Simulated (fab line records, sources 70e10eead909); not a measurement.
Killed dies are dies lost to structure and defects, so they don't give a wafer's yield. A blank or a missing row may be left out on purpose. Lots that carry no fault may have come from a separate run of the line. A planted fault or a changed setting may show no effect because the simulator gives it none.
Struck lot and sound lot, side by side    flow nand_harc    21 steps out of a route of 1159
Sound: wafers L660.1, L660.2, L660.6. Wafers L674.1, L674.2, L674.6 were the ones struck. Last of all comes the cause.
Order at every step that has rows: each side's tool, ch and its chambers, its first start. Under that, the readings that differ: sound wafers    struck wafers    difference of the means    sigmas: that difference in standard deviations of wafers without a fault.
alike: a reading whose means differ by less than 2 such deviations, as well as words and numbers matching on both sides. not compared: withheld readings; readings where some wafer has no value; bounds like >300 that might hide an equal value; numbers whose values overlap and for which the record gives no deviation.
A row with sigmas, a row that says differs or no value, or rows on one side alone: a step with any of these is where the two part. Numbers that don't overlap but have no deviation are shown without sigmas and don't part them. Lack of a reading on every wafer of one side parts them only where that side has two or more wafers.

NHARC_P_CONTACT_CMP_24: polishes, t overpolish 30 s, target thk 200 nm.
  sound on cmp-04 ch 0,1, day 5 20:10; struck on cmp-04 ch 0,2,3, day 8 22:16
  alike: edge_zone_pressure_frac, motor_current_A, overpolish_run_s, time_to_endpoint_s
then, 1 step without rows for these wafers: NHARC_P_CONTACT_SRD_26.
NHARC_P_CONTACT_INSPECT_27:
  sound on defect_inspect-01 at day 5 20:34; struck on defect_inspect-02 at day 8 22:37
  alike: raw_defect_count
then, 8 steps without rows for these wafers: NHARC_P_M0_DEP_00 (deposits SiOC, target thk 150 nm); NHARC_P_M0_DEHYDRATE_01 (time 120 s); NHARC_P_M0_HMDS_02 (time 30 s); NHARC_P_M0_COAT_33 (time 65 s); NHARC_P_M0_COAT_03 (resist thk 90 nm); NHARC_P_M0_SOFTBAKE_04 (time 55 s); NHARC_P_M0_EBR_05; NHARC_P_M0_EXPOSE_06 (exposes mask P M0, target cd 90 nm).
NHARC_P_M0_PEB_07: peb time 65 s.
  sound on litho_track-01 ch 0, day 5 21:23; struck on litho_track-01 ch 0, day 8 23:26
reading                   sound              struck                difference  sigmas
heater_power_total_W (W)  156.1 157.1 156.9  161.7 162.1 161.9     +5.2        +12
plate_temp_C (C)          99.79 99.87 99.91  102.19 102.48 102.47  +2.52       +19
then, 1 step without rows for these wafers: NHARC_P_M0_DEVELOP_08 (develop time 35 s).
NHARC_P_M0_CD_MEAS_09: the cd target is 90 nm.
  sound on cd_sem-01 ch 0, day 5 21:28; struck on cd_sem-01 ch 0, day 8 23:31
reading     sound           struck          difference  sigmas
cd_nm (nm)  90.4 89.2 88.9  96.6 96.8 97.9  +7.6        +11
NHARC_P_M0_OVL_MEAS_10: pitch 180 nm.
  sound on overlay-01 at day 5 21:33; struck on overlay-01 at day 8 23:36
  alike: overlay_x_nm, overlay_y_nm
NHARC_P_M0_INSPECT_11:
  sound on defect_inspect-01 at day 5 21:35; struck on defect_inspect-02 at day 8 23:38
  alike: raw_defect_count
NHARC_P_M0_DESCUM_14: chemistry O2, time 3 s.
  sound on rie_diel-09 ch 1,2, day 5 21:39; struck on rie_diel-09 ch 2,3, day 8 23:42
reading                sound             struck            difference  sigmas
model.P_M0.cd_nm (nm)  90.8 88.86 89.27  96.81 96.7 97.58  +7.39       
  alike: drypump_motor_current_A, oes_product_au, rf_vpp_V, showerhead_plenum_p_Torr, throttle_valve_pct
  not compared: rf_hours_counter_h
NHARC_P_M0_ETCH_34: etches the open film in N2/H2, target depth 40 nm, overetch 12 nm, time 43.94 s.
  sound on rie_diel-09 ch 0,3, day 5 21:44; struck on rie_diel-09 ch 1,2, day 8 23:47
reading                          sound              struck             difference  sigmas
rf_vpp_V (V)                     426.3 428.0 427.4  433.1 433.7 433.9  +6.3        +2
showerhead_plenum_p_Torr (Torr)  1.95 1.97 1.95     2.16 2.15 2.15     +0.20       +2
  alike: drypump_motor_current_A, oes_product_au, throttle_valve_pct
  not compared: rf_hours_counter_h
NHARC_P_M0_ETCH_15: etches the open film in C4F8/Ar, target depth 150 nm, overetch 15 nm, time 82.5 s.
  sound: rie_diel-09 ch 0,3; struck: rie_diel-09 ch 0,1
reading                sound              struck             difference  sigmas
model.P_M0.cd_nm (nm)  91.05 89.04 89.51  97.23 96.99 97.79  +7.47       
  alike: oes_product_au, rf_vpp_V
  not compared: rf_hours_counter_h
NHARC_P_M0_CD_MEAS_16:
  sound on cd_sem-03 at day 5 21:58; struck on cd_sem-01 at day 9 00:00
reading     sound           struck          difference  sigmas
cd_nm (nm)  91.1 89.1 89.6  97.2 96.9 97.6  +7.3        +9
-- jump in the record: it breaks off in module P_M0 and resumes in module END (first step shown: number 1159 of the route), and 14 days separate the struck wafers' starts before and after --
NHARC_END_SORT_01:
  at this point the record logs the struck wafers (prober-01 ch 0, day 22 21:04) and has no rows for the sound ones

## WHERE THEY PART
Earliest at NHARC_P_M0_PEB_07; latest, in this record, at NHARC_END_SORT_01.

WHY: what had been put in by the simulator
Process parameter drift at NHARC_P_M0_PEB_07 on litho_track-01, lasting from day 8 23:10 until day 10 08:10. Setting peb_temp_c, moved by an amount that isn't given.
